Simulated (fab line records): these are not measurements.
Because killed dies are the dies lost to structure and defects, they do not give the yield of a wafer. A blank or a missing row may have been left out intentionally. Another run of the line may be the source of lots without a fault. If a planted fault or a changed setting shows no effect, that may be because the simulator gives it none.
Problem report, 8D (eight disciplines) form, completed by code / flow nandHarc / the parts of the form that need people (team, actions taken, sign-off) are left out

== 1. WHAT WENT WRONG ==
At NHARC_A_ONON_D1_THK_MEAS_08, thkNm averages 1530 nm over 6 wafers from 2 lots, while fault-free wafers read 997 nm, standard deviation 11. Measured from the usual mean, that is +48 standard deviations.
The step: measures by ellipsometry.
Earliest sighting: wafer L259.3 on filmMetro-02 at day 14 08:04. The record holds 39 wafers of 13 lots with a number at this step. By rule, "out" or "out of limits" means more than 4 standard deviations away from the usual mean. Any other wafer with a number is counted as sound.

== 2. WHAT THIS IS AND IS NOT ==
question=which readings at this step | is=thkNm | is not=-
question=which lots | is=L259, L261 | is not=L243, L244, L245, L247, L250, L252, L253, L254, L255, L260, L266
question=which wafers of those lots | is=all that have a number | is not=-
question=read on which gauges | is=filmMetro-01, filmMetro-02 | is not=-
question=when | is=from day 14 08:04 | is not=up to then (27 sound wafers); but 6 sound wafers of L260, L266 came after

== 3. WHAT RULES OUT EACH SUSPECT ==
Counting: any tool at a process step up to the reading is kept as a suspect provided that every lot that is out went through it and no sound lot did after the first of them.
- the gauge at NHARC_A_ONON_D1_THK_MEAS_08: ruled out. The wafers that are out were read on 2 gauges (filmMetro-01, filmMetro-02).
- pecvdOnon-03 at NHARC_A_ONON_D1_DEP_06 (target thk 1000 nm): kept. Every lot that is out went through it, starting with L259 (day 14 07:40), and after that it ran no sound lot; the last sound lot it ran before then is L255 (day 12 14:39).
Remaining after the count: pecvdOnon-03 at NHARC_A_ONON_D1_DEP_06.

== 4. THE CAUSE (what the simulator had put in) ==
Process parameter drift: pecvdOnon-03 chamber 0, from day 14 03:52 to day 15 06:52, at NHARC_A_ONON_D1_DEP_06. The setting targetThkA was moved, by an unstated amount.
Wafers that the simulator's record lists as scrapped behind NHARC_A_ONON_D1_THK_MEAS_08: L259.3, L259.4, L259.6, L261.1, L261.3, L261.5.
After counting, this tool was the only one left.

== 5. THE EFFECT CHAIN, in route order ==
Each row: a reading whose mean over the struck wafers that have a number lies more than 3 standard deviations from the usual. Scope: only readings with a usual standard deviation given in the record; hours: median across lots of the time from each lot's start at the first step in this table that gives one to its start at this step; sigmas: change in usual standard deviations.
hours=0; step=NHARC_A_ONON_D1_THK_MEAS_08; reading=thkNm; usual=997 nm; on struck wafers=1530; change=+534; sigmas=+48

== 6. HOW IT WOULD HAVE BEEN CAUGHT EARLIER ==
In this record the first reading out of limits at a measuring or inspecting step was taken at day 14 08:04, 4 hours after the fault began at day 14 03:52.
L261, from the lots that are out (2), started NHARC_A_ONON_D1_DEP_06 on pecvdOnon-03 later than day 14 08:04. A hold on the tool at that time would have spared it.
